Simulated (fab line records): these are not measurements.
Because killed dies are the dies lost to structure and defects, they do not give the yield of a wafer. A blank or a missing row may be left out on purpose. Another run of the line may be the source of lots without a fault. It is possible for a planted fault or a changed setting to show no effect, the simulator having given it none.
fab line records + flow nand-harc
record:
- lots: 13
- wafers: 39
- last-day: 34
route steps=1302 shown P_STI@109 P_GATE@139
lots that met no fault: from a run of the same line without faults
start-h: start of the lot's first displayed wafer, in hours after the record's first day + wait-h: hours elapsed since this lot's preceding step + " the same as in the row above + L1.1+2: a row that stands for several wafers + - no value, or no start given + * or withheld: withheld + < > ~ a bound
route shown NAME@n: names a module that has steps shown in the file, with the first one's number in the route + usual: mean/standard deviation of fault-free wafers + same: alike in all rows + chamber/n: place in a boat + sites: each site's reading + _std_site: the values' standard deviation + _edge_site: inner sites' mean taken away from outer sites' mean + radius-mm: for every site, how far away it sits from the centre of the wafer + mask NAME#n: copy n + behind: tool/chamber where the wafer was last shaped + hold: why the lot went on hold/how many hours it stayed there/how the hold came to an end + device: transistor that didn't switch, given as n, p or np + end of line: the route-end tests of the same wafers + for a step that has no rows: nothing shown but its recipe + killed: dies lost to structure and defects at the first sort, not the wafer's yield + map: a wafer's dies, x killed, . not, _ none there
set.NAME: setting as actually run; set.NAME@STEP: the setting as run at that earlier step + model.NAME: the simulator's own value behind a step, which no gauge read
steps of the route over a sample of lots; a table a step, a row a wafer
services: the hour from which a tool's chamber was out of use, counted from the record's first day as start-h (under 0 if before that day), plus the number of hours and why
== steps ==
step: NHARC_P_STI_INSPECT_25
usual:
- raw-defect-count: 209/74
| lot.wafer | tool              | chamber | start-h | wait-h | raw-defect-count |
|-----------|-------------------|---------|---------|--------|------------------|
| L503.3    | defect-inspect-01 | -       | 89.67   | 0.4    | 195              |
| L503.5    | "                 | -       | "       | "      | 116              |
| L503.6    | "                 | -       | "       | "      | 214              |
| L509.2    | defect-inspect-01 | -       | 140.90  | 0.4    | 146              |
| L509.3    | "                 | -       | "       | "      | 108              |
| L509.5    | "                 | -       | "       | "      | 127              |
| L511.2    | defect-inspect-02 | -       | 162.04  | 0.4    | 315              |
| L511.4    | "                 | -       | "       | "      | 375              |
| L511.5    | "                 | -       | "       | "      | 186              |
| L514.3    | defect-inspect-01 | -       | 192.82  | 0.4    | 150              |
| L514.4    | "                 | -       | "       | "      | 187              |
| L514.6    | "                 | -       | "       | "      | 152              |
| L517.1    | defect-inspect-01 | -       | 216.41  | 0.4    | 361              |
| L517.2    | "                 | -       | "       | "      | 224              |
| L517.6    | "                 | -       | "       | "      | 396              |
| L516.3    | defect-inspect-02 | -       | 216.42  | 0.4    | 204              |
| L516.4    | "                 | -       | "       | "      | 207              |
| L516.6    | "                 | -       | "       | "      | 154              |
| L518.2    | defect-inspect-02 | -       | 236.24  | 0.4    | 110              |
| L518.3    | "                 | -       | "       | "      | 159              |
| L518.5    | "                 | -       | "       | "      | 106              |
| L519.3    | defect-inspect-01 | -       | 236.24  | 0.4    | 167              |
| L519.4    | "                 | -       | "       | "      | 127              |
| L519.6    | "                 | -       | "       | "      | 175              |
| L520.4    | defect-inspect-02 | -       | 257.63  | 0.4    | 261              |
| L520.5    | "                 | -       | "       | "      | 166              |
| L520.6    | "                 | -       | "       | "      | 192              |
| L521.4    | defect-inspect-01 | -       | 257.64  | 0.4    | 251              |
| L521.5    | "                 | -       | "       | "      | 273              |
| L521.6    | "                 | -       | "       | "      | 373              |
| L523.2    | defect-inspect-01 | -       | 282.25  | 0.4    | 79               |
| L523.5    | "                 | -       | "       | "      | 251              |
| L523.6    | "                 | -       | "       | "      | 245              |
| L524.2    | defect-inspect-01 | -       | 294.53  | 0.4    | 287              |
| L524.3    | "                 | -       | "       | "      | 123              |
| L524.5    | "                 | -       | "       | "      | 143              |
| L525.1    | defect-inspect-01 | -       | 301.01  | 0.4    | 207              |
| L525.2    | "                 | -       | "       | "      | 227              |
| L525.5    | "                 | -       | "       | "      | 202              |
step: NHARC_P_GATE_PEB_24
recipe:
- peb-temp-c: 100
- peb-time-s: 65
usual:
- heater-power-total-W: 156.6/0.44
- plate-temp-C: 100.02/0.11
| lot.wafer | tool           | chamber | start-h | wait-h | heater-power-total-W | plate-temp-C |
|-----------|----------------|---------|---------|--------|----------------------|--------------|
| L503.3    | litho-track-01 | 0       | 112.87  | 0.0    | 155.9                | 99.88        |
| L503.5    | "              | 0       | "       | "      | 156.2                | 99.97        |
| L503.6    | "              | 0       | "       | "      | 156.3                | 99.97        |
| L509.2    | litho-track-01 | 0       | 165.62  | 0.1    | 152.5                | 98.26        |
| L509.3    | "              | 0       | "       | "      | 152.6                | 98.34        |
| L509.5    | "              | 0       | "       | "      | 152.9                | 97.99        |
| L511.2    | litho-track-01 | 0       | 185.60  | 0.1    | 152.0                | 98.19        |
| L511.4    | "              | 0       | "       | "      | 152.0                | 98.27        |
| L511.5    | "              | 0       | "       | "      | 152.2                | 98.17        |
| L514.3    | litho-track-06 | 0       | 215.20  | 0.0    | 156.7                | 100.20       |
| L514.4    | "              | 0       | "       | "      | 156.5                | 100.13       |
| L514.6    | "              | 0       | "       | "      | 156.1                | 100.22       |
| L516.3    | litho-track-01 | 0       | 243.56  | 0.0    | 157.1                | 100.03       |
| L516.4    | "              | 0       | "       | "      | 156.8                | 100.06       |
| L516.6    | "              | 0       | "       | "      | 156.7                | 100.00       |
| L517.1    | litho-track-01 | 0       | 244.32  | 0.1    | 156.0                | 100.16       |
| L517.2    | "              | 0       | "       | "      | 156.3                | 100.09       |
| L517.6    | "              | 0       | "       | "      | 157.0                | 100.14       |
| L518.2    | litho-track-01 | 0       | 258.55  | 0.1    | 156.4                | 99.90        |
| L518.3    | "              | 0       | "       | "      | 156.3                | 99.85        |
| L518.5    | "              | 0       | "       | "      | 157.1                | 99.88        |
| L519.3    | litho-track-04 | 0       | 259.22  | 0.0    | 156.1                | 100.07       |
| L519.4    | "              | 0       | "       | "      | 156.5                | 99.97        |
| L519.6    | "              | 0       | "       | "      | 157.2                | 100.06       |
| L520.4    | litho-track-04 | 0       | 280.61  | 0.0    | 156.6                | 100.03       |
| L520.5    | "              | 0       | "       | "      | 157.0                | 99.93        |
| L520.6    | "              | 0       | "       | "      | 156.6                | 99.95        |
| L521.4    | litho-track-01 | 0       | 280.77  | 0.1    | 157.1                | 99.94        |
| L521.5    | "              | 0       | "       | "      | 156.5                | 99.85        |
| L521.6    | "              | 0       | "       | "      | 156.6                | 100.19       |
| L523.2    | litho-track-06 | 0       | 311.03  | 0.1    | 156.8                | 100.07       |
| L523.5    | "              | 0       | "       | "      | 156.0                | 99.82        |
| L523.6    | "              | 0       | "       | "      | 157.1                | 100.00       |
| L524.2    | litho-track-04 | 0       | 319.16  | 0.1    | 156.0                | 99.99        |
| L524.3    | "              | 0       | "       | "      | 156.6                | 99.97        |
| L524.5    | "              | 0       | "       | "      | 157.1                | 100.01       |
| L525.1    | litho-track-04 | 0       | 325.69  | 0.1    | 156.5                | 99.94        |
| L525.2    | "              | 0       | "       | "      | 156.5                | 99.94        |
| L525.5    | "              | 0       | "       | "      | 155.9                | 99.98        |
step: NHARC_P_GATE_CD_MEAS_26
recipe:
- target-cd-nm: 120
- landing-energy-ev: 500
usual:
- cd-nm: 120.1/0.49
| lot.wafer | tool      | chamber | start-h | wait-h | cd-nm |
|-----------|-----------|---------|---------|--------|-------|
| L503.3    | cd-sem-01 | 0       | 112.96  | -      | 120.5 |
| L503.5    | "         | 0       | "       | "      | 120.2 |
| L503.6    | "         | 0       | "       | "      | 120.2 |
| L509.2    | cd-sem-02 | 0       | 165.70  | -      | 126.2 |
| L509.3    | "         | 0       | "       | "      | 126.0 |
| L509.5    | "         | 0       | "       | "      | 126.6 |
| L511.2    | cd-sem-03 | 0       | 185.68  | -      | 127.5 |
| L511.4    | "         | 0       | "       | "      | 125.8 |
| L511.5    | "         | 0       | "       | "      | 126.8 |
| L514.3    | cd-sem-03 | 0       | 215.28  | -      | 119.9 |
| L514.4    | "         | 0       | "       | "      | 119.8 |
| L514.6    | "         | 0       | "       | "      | 119.6 |
| L516.3    | cd-sem-02 | 0       | 243.64  | -      | 119.8 |
| L516.4    | "         | 0       | "       | "      | 119.6 |
| L516.6    | "         | 0       | "       | "      | 119.6 |
| L517.1    | cd-sem-03 | 0       | 244.40  | -      | 120.4 |
| L517.2    | "         | 0       | "       | "      | 119.6 |
| L517.6    | "         | 0       | "       | "      | 121.1 |
| L518.2    | cd-sem-03 | 0       | 258.63  | -      | 119.5 |
| L518.3    | "         | 0       | "       | "      | 120.6 |
| L518.5    | "         | 0       | "       | "      | 120.0 |
| L519.3    | cd-sem-02 | 0       | 259.30  | -      | 120.5 |
| L519.4    | "         | 0       | "       | "      | 119.5 |
| L519.6    | "         | 0       | "       | "      | 119.1 |
| L520.4    | cd-sem-02 | 0       | 280.69  | -      | 121.1 |
| L520.5    | "         | 0       | "       | "      | 120.4 |
| L520.6    | "         | 0       | "       | "      | 120.5 |
| L521.4    | cd-sem-01 | 0       | 280.85  | -      | 121.0 |
| L521.5    | "         | 0       | "       | "      | 119.6 |
| L521.6    | "         | 0       | "       | "      | 120.3 |
| L523.2    | cd-sem-01 | 0       | 311.11  | -      | 119.2 |
| L523.5    | "         | 0       | "       | "      | 119.0 |
| L523.6    | "         | 0       | "       | "      | 120.3 |
| L524.2    | cd-sem-03 | 0       | 319.24  | -      | 119.3 |
| L524.3    | "         | 0       | "       | "      | 119.5 |
| L524.5    | "         | 0       | "       | "      | 119.3 |
| L525.1    | cd-sem-02 | 0       | 325.77  | -      | 120.4 |
| L525.2    | "         | 0       | "       | "      | 120.5 |
| L525.5    | "         | 0       | "       | "      | 119.8 |
step: NHARC_P_GATE_INSPECT_28
usual:
- raw-defect-count: 6/3.1
| lot.wafer | tool              | chamber | start-h | wait-h | raw-defect-count |
|-----------|-------------------|---------|---------|--------|------------------|
| L503.3    | defect-inspect-02 | -       | 113.08  | 0.0    | 7                |
| L503.5    | "                 | -       | "       | "      | 4                |
| L503.6    | "                 | -       | "       | "      | 4                |
| L509.2    | defect-inspect-02 | -       | 165.83  | 0.0    | 6                |
| L509.3    | "                 | -       | "       | "      | 7                |
| L509.5    | "                 | -       | "       | "      | 4                |
| L511.2    | defect-inspect-02 | -       | 185.81  | 0.0    | 10               |
| L511.4    | "                 | -       | "       | "      | 6                |
| L511.5    | "                 | -       | "       | "      | 6                |
| L514.3    | defect-inspect-02 | -       | 215.40  | 0.0    | 12               |
| L514.4    | "                 | -       | "       | "      | 15               |
| L514.6    | "                 | -       | "       | "      | 5                |
| L516.3    | defect-inspect-01 | -       | 243.76  | 0.0    | 8                |
| L516.4    | "                 | -       | "       | "      | 2                |
| L516.6    | "                 | -       | "       | "      | 6                |
| L517.1    | defect-inspect-02 | -       | 244.52  | 0.0    | 8                |
| L517.2    | "                 | -       | "       | "      | 7                |
| L517.6    | "                 | -       | "       | "      | 7                |
| L518.2    | defect-inspect-01 | -       | 258.75  | 0.0    | 7                |
| L518.3    | "                 | -       | "       | "      | 1                |
| L518.5    | "                 | -       | "       | "      | 9                |
| L519.3    | defect-inspect-02 | -       | 259.42  | 0.0    | 3                |
| L519.4    | "                 | -       | "       | "      | 3                |
| L519.6    | "                 | -       | "       | "      | 8                |
| L520.4    | defect-inspect-02 | -       | 280.81  | 0.0    | 10               |
| L520.5    | "                 | -       | "       | "      | 10               |
| L520.6    | "                 | -       | "       | "      | 8                |
| L521.4    | defect-inspect-01 | -       | 280.97  | 0.0    | 10               |
| L521.5    | "                 | -       | "       | "      | 8                |
| L521.6    | "                 | -       | "       | "      | 8                |
| L523.2    | defect-inspect-02 | -       | 311.23  | 0.0    | 6                |
| L523.5    | "                 | -       | "       | "      | 4                |
| L523.6    | "                 | -       | "       | "      | 3                |
| L524.2    | defect-inspect-01 | -       | 319.36  | 0.0    | 4                |
| L524.3    | "                 | -       | "       | "      | 10               |
| L524.5    | "                 | -       | "       | "      | 7                |
| L525.1    | defect-inspect-01 | -       | 325.90  | 0.0    | 4                |
| L525.2    | "                 | -       | "       | "      | 6                |
| L525.5    | "                 | -       | "       | "      | 6                |
step: NHARC_P_GATE_ALD_36
recipe:
- target-thk-a: 200
- pulse-time-s: 60
- ald-cycles: 223
- temp-c: 400
- material: SiNx
usual:
- heater-power-w: 835/80
- precursor-pulse-height-rel: 0.999/0.02
| lot.wafer | tool       | chamber | start-h | wait-h | heater-power-w | precursor-pulse-height-rel |
|-----------|------------|---------|---------|--------|----------------|----------------------------|
| L503.3    | ald-sin-03 | 3       | 114.38  | -      | 870            | 1.031                      |
| L503.6    | "          | 3       | 118.68  | -      | 842            | 1.017                      |
| L503.5    | "          | 0       | 119.76  | -      | 720            | 0.985                      |
| L509.2    | ald-sin-02 | 0       | 169.48  | -      | 789            | 0.973                      |
| L509.3    | "          | 1       | 170.54  | -      | 772            | 1.012                      |
| L509.5    | "          | 3       | 172.66  | -      | 692            | 1.000                      |
| L511.4    | ald-sin-03 | 1       | 189.35  | -      | 915            | 0.993                      |
| L511.2    | "          | 2       | 190.42  | -      | 905            | 0.997                      |
| L511.5    | "          | 0       | 192.55  | -      | 720            | 0.960                      |
| L514.3    | ald-sin-03 | 3       | 216.79  | -      | 840            | 1.003                      |
| L514.6    | "          | 3       | 221.01  | -      | 845            | 1.020                      |
| L514.4    | "          | 0       | 222.41  | -      | 740            | 1.005                      |
| L516.3    | ald-sin-04 | 0       | 247.18  | -      | 824            | 0.977                      |
| L516.4    | "          | 1       | 248.24  | -      | 996            | 0.955                      |
| L516.6    | "          | 3       | 250.36  | -      | 901            | 0.986                      |
| L517.2    | ald-sin-03 | 3       | 247.94  | -      | 859            | 0.966                      |
| L517.1    | "          | 0       | 248.98  | -      | 738            | 1.030                      |
| L517.6    | "          | 1       | 250.03  | -      | 924            | 1.026                      |
| L518.3    | ald-sin-02 | 3       | 260.16  | -      | 725            | 1.011                      |
| L518.2    | "          | 0       | 261.22  | -      | 813            | 0.997                      |
| L518.5    | "          | 0       | 265.46  | -      | 798            | 1.015                      |
| L519.3    | ald-sin-03 | 1       | 261.22  | -      | 929            | 0.999                      |
| L519.4    | "          | 0       | 264.38  | -      | 719            | 0.979                      |
| L519.6    | "          | 1       | 265.43  | -      | 918            | 0.996                      |
| L521.4    | ald-sin-02 | 0       | 282.29  | -      | 812            | 0.998                      |
| L521.5    | "          | 0       | 286.54  | -      | 826            | 0.997                      |
| L521.6    | "          | 1       | 287.60  | -      | 782            | 0.988                      |
| L520.4    | ald-sin-04 | 0       | 285.32  | -      | 805            | 1.002                      |
| L520.5    | "          | 1       | 286.38  | -      | 964            | 1.025                      |
| L520.6    | "          | 2       | 287.43  | -      | 816            | 0.992                      |
| L523.2    | ald-sin-04 | 0       | 316.10  | -      | 789            | 1.022                      |
| L523.6    | "          | 1       | 317.17  | -      | 991            | 1.013                      |
| L523.5    | "          | 2       | 318.25  | -      | 805            | 0.994                      |
| L524.2    | ald-sin-02 | 0       | 321.73  | -      | 824            | 1.010                      |
| L524.3    | "          | 1       | 322.78  | -      | 793            | 0.989                      |
| L524.5    | "          | 3       | 324.88  | -      | 691            | 0.989                      |
| L525.2    | ald-sin-03 | 0       | 327.25  | -      | 745            | 0.996                      |
| L525.1    | "          | 2       | 328.67  | -      | 940            | 0.981                      |
| L525.5    | "          | 3       | 334.36  | -      | 853            | 0.972                      |
== services ==
| tool           | chamber | start-h | hours | kind       |
|----------------|---------|---------|-------|------------|
| ald-sin-02     | 2       | 112.14  | 12.3  | repair     |
| ald-sin-02     | -       | 118.00  | 10.0  | pm         |
| ald-sin-02     | 1       | 135.31  | 4.8   | repair     |
| litho-track-01 | -       | 155.00  | 7.0   | pm         |
| ald-sin-04     | 2       | 164.31  | 11.9  | repair     |
| ald-sin-03     | -       | 172.50  | 10.0  | pm         |
| ald-sin-03     | 0       | 172.50  | 10.0  | vent-cycle |
| ald-sin-03     | 1       | 172.50  | 10.0  | vent-cycle |
| ald-sin-03     | 2       | 172.50  | 10.0  | vent-cycle |
| ald-sin-03     | 3       | 172.50  | 10.0  | vent-cycle |
| litho-track-06 | -       | 179.00  | 7.0   | pm         |
| ald-sin-03     | 0       | 182.50  | -     | clean      |
| ald-sin-03     | 1       | 182.50  | -     | clean      |
| ald-sin-03     | 2       | 182.50  | -     | clean      |
| ald-sin-03     | 3       | 182.50  | -     | clean      |
| litho-track-04 | -       | 203.00  | 7.0   | pm         |
| ald-sin-03     | -       | 206.88  | 1.9   | repair     |
| ald-sin-03     | 1       | 210.43  | 24.3  | repair     |
| ald-sin-03     | 0       | 229.39  | 8.2   | repair     |
| ald-sin-03     | 0       | 253.45  | 3.1   | repair     |
| ald-sin-04     | -       | 254.19  | 10.0  | pm         |
| ald-sin-03     | 1       | 294.95  | 34.4  | repair     |
| ald-sin-02     | -       | 296.00  | 10.0  | pm         |
| litho-track-01 | -       | 330.00  | 7.0   | pm         |
== key ==
first-sign:
- step: NHARC_P_GATE_PEB_24
- reading: plate-temp-C
- direction: down
- sigmas: 17
- usual: *
- struck: *
effect:
- step: NHARC_P_GATE_PEB_24
- reading: heater-power-total-W
- direction: down
- sigmas: 9.7
- usual: *
- struck: *
effect:
- step: NHARC_P_GATE_CD_MEAS_26
- reading: cd-nm
- direction: up
- sigmas: 13
- usual: 120.1
- struck: 126.5
met-at NHARC_P_GATE_PEB_24
struck-lots L509,L511
tester-left-out L509,L511
not-acting-at NHARC_P_STI_INSPECT_25,NHARC_P_GATE_INSPECT_28,NHARC_P_GATE_ALD_36
onset-between 112.87 165.62
fault:
- kind: process-parameter-drift
- tool: litho-track-01
- chamber: -
- onset-h: 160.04
- steps: NHARC_P_GATE_PEB_24
- channel: peb-temp-c
- offset: *
- shape: step
- end-h: 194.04
- acts-in: *
- stated: *
tester-left-out: of these lots the tester's yield and bins aren't shown, on N5 and GAA mostly nor the transistor test; their killed dies are dies lost to structure and defects alone, not to doping, threshold or leakage, so they don't give the yield
